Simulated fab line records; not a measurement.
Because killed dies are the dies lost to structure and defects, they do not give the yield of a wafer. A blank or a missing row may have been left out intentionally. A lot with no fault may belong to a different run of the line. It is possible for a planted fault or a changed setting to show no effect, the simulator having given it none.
Which tool is to blame? | flow n5 finfet | 10 lots with 30 wafers sampled at 3 steps, on a route of 1938 steps

## WHAT EACH GAUGE READ, for each wafer
N5_BEOL_M4_RC_MEAS_101.
lot  | measured     | on        | VT_P (mV)
L108 | day 10 06:00 | prober-02 | -248.9 -248.0 -248.4
L110 | day 10 05:55 | prober-01 | -251.6 -249.2 -245.6
L112 | day 10 13:27 | prober-02 | -249.3 -246.3 -248.6
L117 | day 12 00:41 | prober-02 | -250.2 -248.9 -249.1
L119 | day 12 11:01 | prober-01 | -249.2 -251.9 -249.4
L120 | day 12 14:11 | prober-02 | -257.7 -255.0 -257.2
L123 | day 13 13:28 | prober-01 | -255.8 -256.2 -251.3
L126 | day 14 03:29 | prober-02 | -248.7 -250.2 -248.7
L127 | day 14 05:38 | prober-01 | -249.6 -250.2 -252.1
L129 | day 15 06:20 | prober-02 | -249.7 -248.6 -249.1

## EACH LOT AND THE TOOL THAT RAN IT (in order: tool; ch and the chambers of the sampled wafers; start)
lot  | N5_DUMMY_GATE_ETCH_23           | N5_SPACER0_ALD_00
L108 | rie si-03 ch 0,2,3, day 3 12:37 | ald sin-02 ch 1,2, day 3 14:02
L110 | rie si-03 ch 0,1, day 4 00:50   | ald sin-02 ch 0,1,3, day 4 01:35
L112 | rie si-03 ch 0,1, day 4 10:39   | ald sin-02 ch 0,1,3, day 4 11:22
L117 | rie si-01 ch 2,3, day 5 22:41   | ald sin-04 ch 1,2,3, day 5 23:31
L119 | rie si-02 ch 0,3, day 6 07:41   | ald sin-04 ch 0,3, day 6 08:20
L120 | rie si-03 ch 1,2, day 6 12:04   | ald sin-04 ch 2,3, day 6 12:42
L123 | rie si-01 ch 0,1,2, day 7 07:53 | ald sin-04 ch 2,3, day 7 08:44
L126 | rie si-02 ch 2,3, day 7 23:25   | ald sin-03 ch 0,3, day 8 00:04
L127 | rie si-01 ch 0,1,2, day 8 04:19 | ald sin-03 ch 0,3, day 8 05:08
L129 | rie si-01 ch 1,2, day 8 17:38   | ald sin-02 ch 0,1,3, day 8 18:17
- N5_DUMMY_GATE_ETCH_23: etches poly-Si in HBr/Cl2/O2, target depth 41 nm, time 22.3 s.
- N5_SPACER0_ALD_00: deposits SiOCN, target thk 3.5 nm, pulse time 3 s, purge time 2 s.

## THE ANSWER, worked out from the rows above alone
Rule: the usual values come from the lots themselves. Put in order of their means at a reading, lots are off if they are a third of the lots or fewer, leave a main group of 4 or more, and stand apart from it by a gap of 3 or more times the standard deviation of the main group's means; of several such gaps the widest counts. If all means in a main group match to the digits the tables above print for the reading, that group is not used. A lot without any number at a reading at which 4 lots or more have one is off too. Where the step has rows for the other lots, those lots are counted as sound.
Off: L120, L123, seen at N5_BEOL_M4_RC_MEAS_101 (VT_P). The main group: mean -249.2 mV, standard deviation 0.8.
A tool fits if, at a process step before that reading, it ran every lot that is off, and no sound lot after the first of them. Gauges at N5_BEOL_M4_RC_MEAS_101: tried the same way as those tools. One fits: N5_SPACER0_ALD_00 on ald sin-04. A fault onset in the window from L119 (day 6 08:20, its last sound lot) to L120 (day 6 12:42, its first lot off) fits.

## WHAT HAD BEEN PUT IN BY THE SIMULATOR
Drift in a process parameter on ald sin-04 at N5_SPACER0_ALD_00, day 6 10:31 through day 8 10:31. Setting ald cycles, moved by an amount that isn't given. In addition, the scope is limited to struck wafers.
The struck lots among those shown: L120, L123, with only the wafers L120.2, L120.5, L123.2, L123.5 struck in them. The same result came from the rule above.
